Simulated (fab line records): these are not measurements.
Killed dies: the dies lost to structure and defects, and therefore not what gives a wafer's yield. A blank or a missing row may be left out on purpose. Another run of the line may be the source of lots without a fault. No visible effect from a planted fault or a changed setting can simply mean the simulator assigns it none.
Split-lot study -- flow n5_finfet -- 21 wafers read across 7 lots, on a route 1938 steps long

## SPLIT DETAILS
At N5_BEOL_M1_EXPOSE_08 (exposes mask M1), the setting dose_mj was moved away from the recipe's 33 on 9 of the 21 wafers read, by -5.4% to +6.2%. The other wafers ran this setting at the recipe's value.

## FROM THE SPLIT TO THE READING: what the file shows between them, 17 steps
- N5_BEOL_M1_PEB_09: peb time 60 s
- N5_BEOL_M1_DEVELOP_10: develop time 30 s
- N5_BEOL_M1_CD_MEAS_11: target cd 17.05 nm
- N5_BEOL_M1_DESCUM_16: chemistry O2, time 7 s
- N5_BEOL_M1_ETCH_74: etches underlayer in N2/H2, target depth 6.5 nm, time 5.2 s
- N5_BEOL_M1_ETCH_63: etches SiARC in CF4, target depth 15.6 nm, time 26 s
- N5_BEOL_M1_ETCH_64: etches SOC in N2/H2, target depth 75 nm, overetch 15 nm, time 112.5 s
- N5_BEOL_M1_STRIP_65: strips in N2/H2
- N5_BEOL_M1_STRIP_75: strips in N2/H2
- N5_BEOL_M1_STRIP_66: strips in CF4
- N5_BEOL_M1_HM_OPEN_17: chemistry Cl2/BCl3, target TiN, target depth 20 nm, overetch 6 nm
- N5_BEOL_M1_STRIP_19: strips in O2
- N5_BEOL_M1_CD_MEAS_18: pitch 36 nm, target cd 18 nm
- N5_BEOL_M1_COAT_67: time 60 s, resist thk 60 nm
- N5_BEOL_M1_COAT_68: time 60 s, resist thk 12 nm
- N5_BEOL_M1_PRECLEAN_42: cleans in residue remover, time 60 s
- N5_BEOL_M1_SRD_43: time 30 s

## THE READING
cd_nm, in nm, at N5_BEOL_M1_CD_MEAS_35 (target cd 18 nm, target cd y 21 nm). On this fab line, fault-free wafers typically give 18.0 nm with a standard deviation of 0.35 nm.

wafer,"tool, chamber at the split",dose_mj as run,against the recipe,"cd_nm, nm",against lot-mates on the recipe
L074.1,"euv_scanner-02, 0",31.22,-5.4%,16.5,-1.4
L074.4,"euv_scanner-02, 0",33,recipe,17.9,-
L074.5,"euv_scanner-02, 0",31.22,-5.4%,16.4,-1.5
L080.2,"euv_scanner-01, 0",33,recipe,18.4,-
L080.3,"euv_scanner-01, 0",33,recipe,18.5,-
L080.6,"euv_scanner-01, 0",33,recipe,18.6,-
L088.1,"euv_scanner-02, 0",33,recipe,18.2,-
L088.3,"euv_scanner-02, 0",33.88,+2.7%,19.2,+1.0
L088.4,"euv_scanner-02, 0",33.88,+2.7%,18.4,+0.2
L089.2,"euv_scanner-02, 0",33,recipe,17.4,-
L089.4,"euv_scanner-02, 0",34.95,+5.9%,19.4,+1.5
L089.5,"euv_scanner-02, 0",33,recipe,18.3,-
L090.1,"euv_scanner-02, 0",31.65,-4.1%,16.9,-1.2
L090.4,"euv_scanner-02, 0",33,recipe,18.1,-
L090.6,"euv_scanner-02, 0",31.65,-4.1%,16.6,-1.5
L091.1,"euv_scanner-01, 0",33,recipe,18.4,-
L091.2,"euv_scanner-01, 0",33,recipe,17.9,-
L091.4,"euv_scanner-01, 0",33,recipe,18.4,-
L095.2,"euv_scanner-01, 0",35.05,+6.2%,19.2,+1.3
L095.4,"euv_scanner-01, 0",33,recipe,17.9,-
L095.5,"euv_scanner-01, 0",35.05,+6.2%,19.5,+1.6

FIT RESULTS
A straight line over all 21 wafers: cd_nm changes by +0.257 nm for each +1% of dose_mj; r = +0.93; the points scatter about the line by 0.35 nm.
The same after taking each lot's own level away (the mean of its wafers on the recipe; 21 wafers): +0.263 nm for each +1%; r = +0.96; scatter 0.25 nm.
Per that fit: largest dose_mj move, reading shift of 1.6 nm.
Measured against the standard deviation above, the lots' own levels, which go from 17.85 to 18.50 nm, span 1.9 times it.
Consequently the slope shifts little with the lot-to-lot level, the two slopes agreeing.
Check: with one of the wafers moved furthest among these (+6.2%) left out of the fit, the line predicts +1.65 nm for it against its lot-mates. Against them it came out at +1.3 nm.

## OTHER SPLITS ON THESE WAFERS
These wafers also went through other splits before the reading. Each is held against what the fit with the lots' levels taken away leaves over:
other split on the same wafers,wafers away from the commonest value,r with cd_nm (lot level and that fit taken away)
N5_BEOL_M0_SAQP_SPACER1_ALD_98 ald_cycles,5,-0.30
N5_BEOL_M0_SAQP_ETCH_107 bias_w,8,+0.12

## THE WHOLE CHAIN: every reading that the file lists as answering this split, in the file's order
step,what it does,reading,change (the file's fit),r (the file's)
N5_BEOL_M1_CD_MEAS_11,target cd 17.05 nm,cd_nm,+0.217 nm for each +1% of the setting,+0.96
N5_BEOL_M1_ETCH_74,"etches underlayer in N2/H2, target depth 6.5 nm, time 5.2 s","BEOL_M1.cd_offset_nm (the simulator's own value, which no gauge read)",+0.215 nm for each +1% of the setting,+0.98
N5_BEOL_M1_ETCH_64,"etches SOC in N2/H2, target depth 75 nm, overetch 15 nm, time 112.5 s","BEOL_M1.cd_offset_nm (the simulator's own value, which no gauge read)",+0.226 nm for each +1% of the setting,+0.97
N5_BEOL_M1_HM_OPEN_17,"chemistry Cl2/BCl3, target TiN, target depth 20 nm, overetch 6 nm","BEOL_M1.cd_offset_nm (the simulator's own value, which no gauge read)",+0.237 nm for each +1% of the setting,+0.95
N5_BEOL_M1_CD_MEAS_18,"pitch 36 nm, target cd 18 nm",cd_nm,+0.259 nm for each +1% of the setting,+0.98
N5_BEOL_M1_CD_MEAS_35,"target cd 18 nm, target cd y 21 nm",cd_nm,+0.261 nm for each +1% of the setting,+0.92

## FILE'S OWN FIT
cd_nm changes by +0.261 nm for each +1% of dose_mj, r = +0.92.
